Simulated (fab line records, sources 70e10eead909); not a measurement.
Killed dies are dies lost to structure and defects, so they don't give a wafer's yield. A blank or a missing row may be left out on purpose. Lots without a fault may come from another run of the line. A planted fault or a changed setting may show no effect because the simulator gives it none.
fab line records | flow nand_harc | part 2 of 2: steps 5 to 6 of 6
record lots=21 wafers=63 last_day=32
route steps=1302 shown A_STAIRCASE@834 A_SGD_CUT@904 A_SLIT@933
lots that met no fault: from a run of the same line without faults
start_h: hours from the record's first day to the start of the lot's first wafer shown | wait_h: hours since the lot's step before | " the same as in the row above | L1.1+2: a row that stands for several wafers | - no value, or no start given | * or withheld: withheld | < > ~ a bound
route shown NAME@n: a module of which the file shows steps, and the number in the route of the first | usual: mean/standard deviation of fault-free wafers | same: alike in all rows | chamber/n: place in a boat | sites: the reading at each site | _std_site: their standard deviation | _edge_site: outer sites' mean less inner sites' | radius_mm: how far each site lies from the wafer's centre | mask NAME#n: copy n | behind: the tool/chamber that last shaped the wafer | hold: why the lot was held/for how many hours/how that ended | device: the transistor (n, p or np) that didn't switch | end of line: the same wafers' tests at the end of the route | a step without rows: its recipe alone | killed: dies lost to structure and defects at the first sort, not the wafer's yield | map: a wafer's dies, x killed, . not, _ none there
set.NAME: the setting as run; set.NAME@STEP: as run at that earlier step | model.NAME: the simulator's own value behind a step, which no gauge read
steps of the route over a sample of lots; a table a step, a row a wafer
services: from which hour (start_h, from the record's first day; less than 0 if before it) a tool's chamber was out of use, for how many hours, and why
## steps
# step NHARC_A_SGD_CUT_STRIP_17
# recipe o2_flow_sccm=500 ar_flow_sccm=0 bias_w=0 chemistry=O2
# usual chamber_pressure_mTorr=60.01/0.058 drypump_motor_current_A=5.8/0.5 oes_product_au=0.994/0.0095 rf_vpp_V=57.8/0.92 showerhead_plenum_p_Torr=3.55/0.13 throttle_valve_pct=17.037/0.0086
# columns lot.wafer tool chamber start_h wait_h chamber_pressure_mTorr drypump_motor_current_A oes_product_au rf_hours_counter_h rf_vpp_V showerhead_plenum_p_Torr throttle_valve_pct
L074.3 rie_diel-09 2 - - 60.07 5.8 1.005 9 59.1 3.74 17.037
L074.2 " 3 " " 59.97 6.8 1.004 9 57.0 3.50 17.036
L074.6 " 3 " " 59.94 6.8 0.994 - 58.4 3.50 17.019
L075.3 rie_diel-12 1 - - 59.97 5.5 0.996 12 58.1 3.70 17.029
L075.5 " 0 " " 59.98 5.6 0.994 - 57.7 3.47 17.035
L075.6 " 1 " " 60.05 5.5 1.004 - 57.2 3.70 17.030
L076.2 rie_diel-04 2 - - 60.04 5.8 1.008 4 56.6 3.37 17.033
L076.4 " 3 " " 60.01 4.8 0.990 4 58.0 3.40 17.040
L076.5 " 2 " " 59.97 5.8 1.012 - 57.9 3.37 17.021
L078.1 rie_diel-12 0 - - 60.00 5.6 1.005 0 56.8 3.47 17.050
L078.4 " 3 " " 60.00 5.9 0.994 1 57.0 3.69 17.049
L078.6 " 1 " " 60.00 5.5 0.998 - 59.0 3.70 17.038
L079.2 rie_diel-04 3 - - 60.04 4.8 0.994 4 58.9 3.40 17.042
L079.3 " 2 " " 60.05 5.7 1.022 5 57.9 3.37 17.024
L079.6 " 3 " " 59.98 4.8 0.986 - 57.7 3.39 17.036
L077.4 rie_diel-12 3 - - 59.95 5.9 0.986 2 58.3 3.69 17.033
L077.3 " 1 " " 60.01 5.5 0.996 2 57.8 3.69 17.039
L077.5 " 3 " " 60.03 5.9 0.987 - 58.3 3.69 17.023
L080.1 rie_diel-04 3 473.65 0.1 60.07 4.8 0.995 5 59.1 3.40 17.038
L080.3 " 1 " " 60.05 6.0 1.001 4 57.4 3.41 17.032
L080.5 " 2 " " 60.13 5.8 1.004 - 56.6 3.37 17.056
L081.1 rie_diel-09 1 - - 59.95 6.2 0.980 2 58.4 3.68 17.046
L081.4 " 2 " " 59.93 5.8 0.982 1 57.8 3.73 17.033
L081.6 " 1 " " 60.15 6.1 0.981 - 58.4 3.68 17.038
L082.2 rie_diel-09 2 - - 59.97 5.8 0.979 3 57.5 3.73 17.030
L082.3 " 3 " " 60.06 6.8 1.003 2 58.1 3.49 17.041
L082.4 " 1 " " 60.09 6.2 0.980 3 57.6 3.68 17.023
L085.1 rie_diel-04 2 - - 60.08 5.7 0.999 0 56.4 3.37 17.029
L085.3 " 0 " " 60.05 5.2 1.002 0 59.3 3.55 17.026
L085.6 " 1 " " 60.09 5.9 0.997 - 57.7 3.41 17.036
L084.1 rie_diel-04 1 - - 60.06 6.0 0.981 1 57.8 3.41 17.046
L084.2 " 2 " " 60.02 5.8 0.999 1 56.8 3.37 17.027
L084.4 " 0 " " 60.00 5.2 1.002 1 58.2 3.55 17.024
L087.2 rie_diel-04 2 - - 60.05 5.7 1.016 1 59.0 3.37 17.038
L087.1 " 3 " " 59.96 4.8 0.993 1 57.7 3.39 17.037
L087.3 " 1 " " 60.04 6.0 0.997 1 57.6 3.41 17.038
L089.3 rie_diel-12 0 - - 59.96 5.6 0.994 6 57.0 3.46 17.049
L089.4 " 1 " " 60.00 5.5 1.001 6 57.6 3.69 17.043
L089.6 " 0 " " 60.06 5.6 1.008 - 57.1 3.46 17.029
L088.4 rie_diel-04 3 - - 60.11 4.8 0.985 4 57.4 3.39 17.052
L088.2 " 0 " " 60.02 5.2 1.013 3 57.6 3.55 17.038
L088.5 " 0 " " 59.89 5.2 1.019 - 57.7 3.55 17.042
L090.3 rie_diel-09 3 - - 60.04 6.8 0.998 7 58.2 3.49 17.023
L090.4 " 2 " " 59.98 5.8 0.984 7 57.1 3.73 17.025
L090.6 " 3 " " 60.04 6.8 1.003 - 57.1 3.49 17.031
L092.3 rie_diel-12 3 - - 59.93 5.9 0.990 9 58.0 3.68 17.042
L092.6 " 0 " " 60.00 5.6 0.988 - 60.2 3.46 17.050
L092.5 " 1 " " 59.95 5.5 0.997 - 58.9 3.69 17.026
L091.1 rie_diel-09 1 - - 59.92 6.2 0.985 10 58.9 3.67 17.038
L091.5 " 0 " " 60.01 6.0 1.002 - 57.2 3.58 17.017
L091.6 " 1 " " 60.04 6.2 0.981 - 57.7 3.67 17.039
L093.2 rie_diel-04 2 - - 60.09 5.7 1.006 8 57.8 3.36 17.041
L093.4 " 3 " " 60.10 4.8 0.987 7 55.0 3.39 17.043
L093.3 " 0 " " 59.94 5.2 0.992 8 59.8 3.55 17.030
L094.4 rie_diel-12 0 - - 60.07 5.6 0.981 1 56.7 3.46 17.053
L094.6 " 2 " " 59.94 5.8 0.991 - 56.8 3.71 17.033
L094.5 " 3 " " 60.01 5.9 0.981 - 58.3 3.68 17.044
L095.4 rie_diel-09 0 - - 60.07 6.1 0.980 14 56.8 3.58 17.041
L095.2 " 1 " " 60.04 6.2 0.969 14 58.3 3.67 17.021
L095.5 " 3 " " 60.08 6.8 0.998 - 59.4 3.49 17.043
L097.3 rie_diel-12 3 - - 60.02 5.9 0.993 3 59.8 3.68 17.033
L097.2 " 1 " " 59.89 5.5 0.980 2 56.0 3.69 17.032
L097.1 " 2 " " 59.98 5.7 0.982 3 58.9 3.71 17.034
# step NHARC_A_SLIT_CD_MEAS_09
# recipe target_cd_nm=300 landing_energy_ev=500
# usual cd_nm=299.9/0.57
# columns lot.wafer tool chamber start_h wait_h cd_nm
L074.2 cd_sem-02 0 426.76 - 299.8
L074.3 " 0 " " 300.0
L074.6 " 0 " " 299.7
L075.3 cd_sem-02 0 432.70 - 300.5
L075.5 " 0 " " 300.0
L075.6 " 0 " " 299.4
L078.1 cd_sem-02 0 455.72 - 301.0
L078.4 " 0 " " 301.2
L078.6 " 0 " " 300.2
L076.2 cd_sem-01 0 456.71 - 300.0
L076.4 " 0 " " 299.8
L076.5 " 0 " " 299.6
L079.2 cd_sem-01 0 481.59 - 300.0
L079.3 " 0 " " 299.8
L079.6 " 0 " " 298.9
L077.3 cd_sem-01 0 481.77 - 300.7
L077.4 " 0 " " 300.3
L077.5 " 0 " " 299.2
L080.1 cd_sem-01 0 485.37 - 300.1
L080.3 " 0 " " 300.4
L080.5 " 0 " " 300.5
L081.1 cd_sem-02 0 511.48 - 299.7
L081.4 " 0 " " 299.1
L081.6 " 0 " " 300.2
L082.2 cd_sem-03 0 518.59 - 300.6
L082.3 " 0 " " 299.9
L082.4 " 0 " " 299.7
L084.1 cd_sem-02 0 529.09 - 300.4
L084.2 " 0 " " 299.6
L084.4 " 0 " " 300.7
L085.1 cd_sem-01 0 529.31 - 300.2
L085.3 " 0 " " 300.0
L085.6 " 0 " " 300.2
L087.1 cd_sem-01 0 551.76 - 300.8
L087.2 " 0 " " 299.4
L087.3 " 0 " " 299.8
L089.3 cd_sem-01 0 560.45 - 299.4
L089.4 " 0 " " 299.7
L089.6 " 0 " " 299.4
L088.2 cd_sem-01 0 560.62 - 299.4
L088.4 " 0 " " 299.7
L088.5 " 0 " " 299.4
L090.3 cd_sem-03 0 572.20 - 300.0
L090.4 " 0 " " 299.8
L090.6 " 0 " " 299.1
L092.3 cd_sem-01 0 604.31 - 300.1
L092.5 " 0 " " 299.3
L092.6 " 0 " " 299.6
L091.1 cd_sem-02 0 604.66 - 300.1
L091.5 " 0 " " 300.0
L091.6 " 0 " " 300.4
L093.2 cd_sem-03 0 633.51 - 301.3
L093.3 " 0 " " 299.8
L093.4 " 0 " " 300.3
L094.4 cd_sem-02 0 633.99 - 299.9
L094.5 " 0 " " 299.1
L094.6 " 0 " " 298.8
L095.2 cd_sem-02 0 645.46 - 300.1
L095.4 " 0 " " 300.5
L095.5 " 0 " " 300.0
L097.1 cd_sem-03 0 651.61 - 301.1
L097.2 " 0 " " 300.4
L097.3 " 0 " " 300.7
## services
# columns tool chamber start_h hours kind
rie_diel-04 0 339.82 2.2 repair
rie_diel-12 1 342.68 2.5 repair
rie_diel-08 - 344.08 9.0 pm
rie_diel-01 - 357.45 9.0 pm
rie_diel-07 2 388.69 8.6 repair
rie_diel-08 1 388.98 4.8 repair
rie_diel-04 3 405.35 14.3 repair
rie_diel-12 - 421.40 9.0 pm
rie_diel-07 2 441.62 3.3 repair
rie_diel-01 0 445.29 6.0 repair
rie_diel-07 - 447.46 9.0 pm
rie_diel-04 2 449.60 5.0 repair
rie_diel-04 3 453.37 4.6 repair
rie_diel-09 - 473.18 9.0 pm
rie_diel-12 2 489.00 7.9 repair
rie_diel-07 0 505.31 35.7 repair
rie_diel-04 - 508.03 9.0 pm
rie_diel-08 - 521.13 9.0 pm
rie_diel-08 0 531.37 11.6 repair
rie_diel-01 - 534.69 9.0 pm
rie_diel-08 2 535.16 2.0 repair
rie_diel-04 - 568.34 0.2 repair
rie_diel-12 - 598.40 9.0 pm
rie_diel-04 3 624.27 2.4 repair
